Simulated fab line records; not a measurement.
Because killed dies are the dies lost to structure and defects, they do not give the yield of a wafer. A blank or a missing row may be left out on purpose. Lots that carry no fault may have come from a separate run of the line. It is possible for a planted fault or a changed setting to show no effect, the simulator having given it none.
fab line records	flow n5_finfet
[record] lots = 11	wafers = 33	last_day = 17
route steps=1938 shown BEOL_M5@1115
lots that met no fault: from a run of the same line without faults
start_h: hours from the record's opening day to when the first of the lot's shown wafers began	wait_h: hours since the lot's step before	" identical to the entry in the row above	L1.1+2: a row that stands for several wafers	- no value, or no start was given	* or withheld: withheld	< > ~ a bound
route shown NAME@n: NAME is a module with steps in the file, n the number in the route of the first one	usual: mean/standard deviation of fault-free wafers	same: alike in all rows	chamber/n: place in a boat	sites: per-site readings	_std_site: standard deviation of those values	_edge_site: mean of outer sites minus mean of inner sites	radius_mm: how far each site lies from the wafer's centre	mask NAME#n: copy n	behind: the last tool/chamber to shape the wafer	hold: why the lot went on hold/how many hours it stayed there/how the hold came to an end	device: the transistor (n, p or np) that didn't switch	end of line: the route-end tests of the same wafers	where a step has no rows: the recipe by itself	killed: dies that structure and defects cost at the first sort, which is not the same as the wafer's yield	map: a wafer's dies, marking killed ones x, the rest . and places with no die _
set.NAME: the setting as run; set.NAME@STEP: as run at that earlier step	model.NAME: the simulator's own value behind a step, which no gauge read
a sample of lots followed through the steps of the route, with each step as a table and each wafer as a row
services: the hour from which a tool's chamber was out of use, counted from the record's first day as start_h (under 0 if before that day), plus the number of hours and why
[[steps]]
[step N5_BEOL_M5_PECVD_70]
[recipe] material = SiO2	target_thk_a = 160	temp_c = 400	precursor = TEOS/O2	pressure_torr = 5.5	rf_w = 450	teos_flow_sccm = 53.8	gas = O2	flow_sccm = 3000	time_s = 18
[usual] chamber_pressure_Torr = 5.500/0.011	heater_power_w = 664/69	showerhead_plenum_p_Torr = 8.77/0.05	throttle_valve_pct = 22.2/1.1
lot.wafer	tool	chamber	start_h	wait_h	chamber_pressure_Torr	heater_power_w	showerhead_plenum_p_Torr	throttle_valve_pct
L518.2	pecvd-02	2	161.34	0.0	5.503	641	8.75	20.3
L518.3	"	1	"	"	5.511	550	8.88	21.7
L518.5	"	1	"	"	5.498	561	8.91	22.0
L520.1	pecvd-04	0	176.97	0.0	5.489	623	8.78	22.7
L520.4	"	1	"	"	5.497	743	8.74	22.6
L520.6	"	2	"	"	5.512	684	8.78	24.0
L521.2	pecvd-03	0	182.91	0.0	5.499	578	8.75	23.1
L521.5	"	0	"	"	5.491	581	8.73	22.9
L521.6	"	2	"	"	5.485	703	8.82	21.5
L522.1	pecvd-02	2	184.28	0.0	5.489	652	8.75	20.3
L522.2	"	0	"	"	5.494	820	8.73	23.3
L522.4	"	2	"	"	5.492	662	8.71	20.2
L523.1	pecvd-03	0	184.44	0.0	5.502	580	8.72	23.1
L523.2	"	2	"	"	5.489	674	8.84	21.8
L523.5	"	0	"	"	5.484	595	8.74	23.0
L525.2	pecvd-04	2	200.07	0.0	5.487	586	8.76	23.8
L525.4	"	2	"	"	5.499	609	8.81	23.7
L525.5	"	1	"	"	5.506	737	8.75	23.0
L524.2	pecvd-04	1	203.73	0.0	5.506	656	8.74	22.9
L524.3	"	1	"	"	5.493	657	8.75	22.9
L524.4	"	0	"	"	5.505	655	8.74	22.5
L526.1	pecvd-04	0	209.15	0.0	5.493	623	8.75	22.6
L526.3	"	1	"	"	5.521	754	8.73	23.0
L526.6	"	1	"	"	5.513	753	8.75	22.9
L528.2	pecvd-02	0	224.77	0.0	5.497	725	8.74	23.4
L528.5	"	1	"	"	5.518	619	8.89	22.0
L528.6	"	0	"	"	5.498	741	8.75	23.3
L527.1	pecvd-04	1	225.37	0.0	5.481	741	8.75	23.0
L527.2	"	0	"	"	5.501	650	8.74	22.7
L527.3	"	0	"	"	5.501	629	8.76	22.6
L541.1	pecvd-03	2	300.16	0.0	5.489	701	8.82	21.9
L541.3	"	1	"	"	5.499	727	8.84	22.4
L541.5	"	0	"	"	5.493	684	8.72	22.7
[step N5_BEOL_M5_PRE_CLEAN_45]
[recipe] gas = H2/He	time_s = 30	temp_c = 250
[usual] heater_power_w = 354/46
lot.wafer	tool	chamber	start_h	wait_h	heater_power_w
L518.2	pvd_sputter-01	-	164.92	0.0	260
L518.3	"	-	"	"	320
L518.5	"	-	"	"	330
L520.1	pvd_sputter-03	-	181.09	0.0	350
L520.4	"	-	"	"	314
L520.6	"	-	"	"	311
L521.2	pvd_sputter-02	-	188.96	0.0	326
L521.5	"	-	"	"	322
L521.6	"	-	"	"	423
L522.1	pvd_sputter-02	-	189.12	0.0	316
L522.2	"	-	"	"	411
L522.4	"	-	"	"	324
L523.1	pvd_sputter-03	-	192.31	0.0	405
L523.2	"	-	"	"	315
L523.5	"	-	"	"	358
L525.2	pvd_sputter-02	-	204.21	0.0	318
L525.4	"	-	"	"	401
L525.5	"	-	"	"	328
L524.2	pvd_sputter-03	-	207.03	0.0	320
L524.3	"	-	"	"	356
L524.4	"	-	"	"	396
L526.1	pvd_sputter-03	-	213.03	0.0	403
L526.3	"	-	"	"	308
L526.6	"	-	"	"	398
L528.2	pvd_sputter-02	-	227.29	0.0	328
L528.5	"	-	"	"	327
L528.6	"	-	"	"	405
L527.1	pvd_sputter-03	-	229.40	0.0	309
L527.2	"	-	"	"	318
L527.3	"	-	"	"	408
L541.1	pvd_sputter-02	-	305.90	0.0	317
L541.3	"	-	"	"	411
L541.5	"	-	"	"	407
[step N5_BEOL_M5_ANNEAL_82]
[recipe] temp_c = 400	time_s = 1800	ambient = vacuum
[usual] heater_power_w = 872/130
lot.wafer	tool	chamber	start_h	wait_h	heater_power_w
L518.2	pvd_sputter-01	-	167.01	0.0	839
L518.3	"	-	"	"	641
L518.5	"	-	"	"	658
L520.1	pvd_sputter-02	-	182.86	0.0	1016
L520.4	"	-	"	"	985
L520.6	"	-	"	"	807
L521.2	pvd_sputter-02	-	190.71	0.0	1040
L521.5	"	-	"	"	805
L521.6	"	-	"	"	1035
L522.1	pvd_sputter-01	-	190.87	0.0	1102
L522.2	"	-	"	"	814
L522.4	"	-	"	"	820
L523.1	pvd_sputter-03	-	194.55	0.0	781
L523.2	"	-	"	"	983
L523.5	"	-	"	"	895
L525.2	pvd_sputter-01	-	206.01	0.0	831
L525.4	"	-	"	"	868
L525.5	"	-	"	"	665
L524.2	pvd_sputter-03	-	209.53	0.0	783
L524.3	"	-	"	"	817
L524.4	"	-	"	"	1009
L526.1	pvd_sputter-01	-	216.43	0.0	665
L526.3	"	-	"	"	819
L526.6	"	-	"	"	812
L528.2	pvd_sputter-01	-	229.05	0.0	817
L528.5	"	-	"	"	638
L528.6	"	-	"	"	1066
L527.1	pvd_sputter-03	-	231.13	0.0	1006
L527.2	"	-	"	"	800
L527.3	"	-	"	"	760
L541.1	pvd_sputter-02	-	309.41	0.0	817
L541.3	"	-	"	"	1015
L541.5	"	-	"	"	1015
[step N5_BEOL_M5_SPUTTER_90]
[recipe] material = Cu	target_thk_a = 45	temp_c = -20	chamber_pressure_pa = 0.07	power_w = withheld	time_s = 8.29
[usual] chuck_gas_flow_sccm = 1.25/0.052	throttle_valve_pct = 30.5/0.86
lot.wafer	tool	chamber	start_h	wait_h	chuck_gas_flow_sccm	throttle_valve_pct
L518.2	pvd_sputter-01	-	170.19	0.5	1.27	30.5
L518.3	"	-	"	"	1.29	30.3
L518.5	"	-	"	"	1.25	30.1
L520.1	pvd_sputter-02	-	186.04	0.5	1.25	29.7
L520.4	"	-	"	"	1.26	30.6
L520.6	"	-	"	"	1.19	31.3
L521.2	pvd_sputter-02	-	193.89	0.5	1.29	30.6
L521.5	"	-	"	"	1.30	29.6
L521.6	"	-	"	"	1.28	30.7
L522.1	pvd_sputter-01	-	194.05	0.5	1.24	31.6
L522.2	"	-	"	"	1.30	31.9
L522.4	"	-	"	"	1.25	30.4
L523.1	pvd_sputter-03	-	197.73	0.5	1.33	29.6
L523.2	"	-	"	"	1.26	29.6
L523.5	"	-	"	"	1.31	29.8
L525.2	pvd_sputter-01	-	209.19	0.5	1.22	31.9
L525.4	"	-	"	"	1.25	30.4
L525.5	"	-	"	"	1.23	30.6
L524.2	pvd_sputter-03	-	212.71	0.5	1.22	29.7
L524.3	"	-	"	"	1.23	31.3
L524.4	"	-	"	"	1.22	29.7
L526.1	pvd_sputter-01	-	219.61	0.5	1.16	30.3
L526.3	"	-	"	"	1.24	31.8
L526.6	"	-	"	"	1.19	32.2
L528.2	pvd_sputter-01	-	232.23	0.5	1.21	32.1
L528.5	"	-	"	"	1.23	30.4
L528.6	"	-	"	"	1.20	31.4
L527.1	pvd_sputter-03	-	234.31	0.5	1.38	29.7
L527.2	"	-	"	"	1.34	31.6
L527.3	"	-	"	"	1.23	29.7
L541.1	pvd_sputter-02	-	312.59	0.5	1.27	31.6
L541.3	"	-	"	"	1.29	30.4
L541.5	"	-	"	"	1.25	29.9
[step N5_BEOL_M5_CMP_52]
[recipe] stop_on = SiCOH_lowk	t_overpolish_s = 6.9	down_force_psi = 1	platen_rpm = 50	clearing_platen_down_force_psi = 1.5	clearing_platen_rpm = 50	post_cmp_clean = cu_alkaline	target_thk_nm = 62	clearing_platen_pad_velocity_m_s = 0.99484	pad_velocity_m_s = 0.99484
[usual] barrier_field_endpoint_s = 24.8/0.55	motor_current_A = 6.2/0.7
lot.wafer	tool	chamber	start_h	wait_h	barrier_field_endpoint_s	motor_current_A
L518.3	cmp-02	2	170.73	0.2	24.6	5.8
L518.2	"	0	"	"	24.4	6.0
L518.5	"	1	"	"	25.0	6.4
L520.4	cmp-04	2	186.54	0.1	24.7	5.6
L520.1	"	3	"	"	25.5	6.9
L520.6	"	2	"	"	25.5	5.5
L521.2	cmp-04	0	194.50	0.3	24.8	5.1
L521.5	"	1	"	"	24.6	6.6
L521.6	"	2	"	"	25.1	5.6
L522.1	cmp-04	2	194.98	0.3	24.1	5.5
L522.2	"	3	"	"	24.5	7.4
L522.4	"	1	"	"	24.6	6.6
L523.1	cmp-01	0	198.31	0.3	24.5	6.3
L523.2	"	1	"	"	23.9	5.2
L523.5	"	2	"	"	25.1	7.5
L525.2	cmp-04	3	209.69	0.2	25.3	7.1
L525.4	"	1	"	"	25.0	6.2
L525.5	"	0	"	"	24.4	5.0
L524.3	cmp-01	0	213.25	0.2	24.9	6.1
L524.2	"	1	"	"	24.0	5.4
L524.4	"	2	"	"	25.1	7.0
L526.3	cmp-04	2	220.40	0.4	22.4	5.8
L526.1	"	0	"	"	24.5	5.2
L526.6	"	3	"	"	22.5	7.2
L528.2	cmp-04	2	232.84	0.3	24.6	5.4
L528.5	"	3	"	"	25.8	6.9
L528.6	"	0	"	"	25.8	5.2
L527.3	cmp-02	3	235.12	0.2	22.9	6.6
L527.2	"	0	"	"	24.6	6.2
L527.1	"	1	"	"	23.6	6.2
L541.1	cmp-02	2	313.09	0.3	24.0	5.9
L541.3	"	3	"	"	23.9	6.7
L541.5	"	3	"	"	25.0	6.3
[[services]]
tool	chamber	start_h	hours	kind
pecvd-03	-	141.25	0.5	repair
cmp-02	-	152.72	2.9	repair
pecvd-02	0	153.68	4.6	repair
pecvd-03	0	160.72	5.5	scheduled_down
pecvd-04	1	163.50	5.5	scheduled_down
cmp-01	-	193.40	0.3	repair
pecvd-04	2	202.38	-	clean
pecvd-04	2	202.38	-	consumable_replace:showerhead
pecvd-04	2	202.38	29.0	scheduled_down
pecvd-04	2	202.38	29.0	vent_cycle
cmp-01	-	221.20	4.0	pm
pecvd-03	2	237.15	4.5	repair
cmp-04	-	239.30	0.7	repair
cmp-01	-	247.09	14.3	pm
cmp-04	-	262.37	5.8	repair
cmp-01	-	268.07	5.1	pm
pvd_sputter-03	-	278.15	5.5	repair
cmp-04	-	279.00	5.4	pm
cmp-04	-	287.56	4.0	pm
cmp-04	-	291.56	-	consumable_replace:conditioner
cmp-04	-	291.56	-	consumable_replace:pad
pvd_sputter-02	-	294.67	5.9	repair
pecvd-04	1	306.67	2.1	scheduled_down
pvd_sputter-01	-	310.24	2.1	repair
[[key]]
[first_sign] step = N5_BEOL_M5_CMP_52	reading = barrier_field_endpoint_s	direction = down	sigmas = 3.9	usual = 24.8	struck = 22.6
effect none on later readings
met_at N5_BEOL_M5_PECVD_70
struck_lots L526,L527
struck_wafers L526.3,L526.6,L527.3
not_acting_at N5_BEOL_M5_PRE_CLEAN_45,N5_BEOL_M5_ANNEAL_82,N5_BEOL_M5_SPUTTER_90
onset_between 203.73 209.15
[fault] kind = process_parameter_drift	tool = pecvd-04	chamber = -	onset_h = 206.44	steps = N5_BEOL_M5_PECVD_70	channel = time_s	offset = *	shape = step	end_h = 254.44	scope = struck_wafers_only	acts_in = *	stated = *
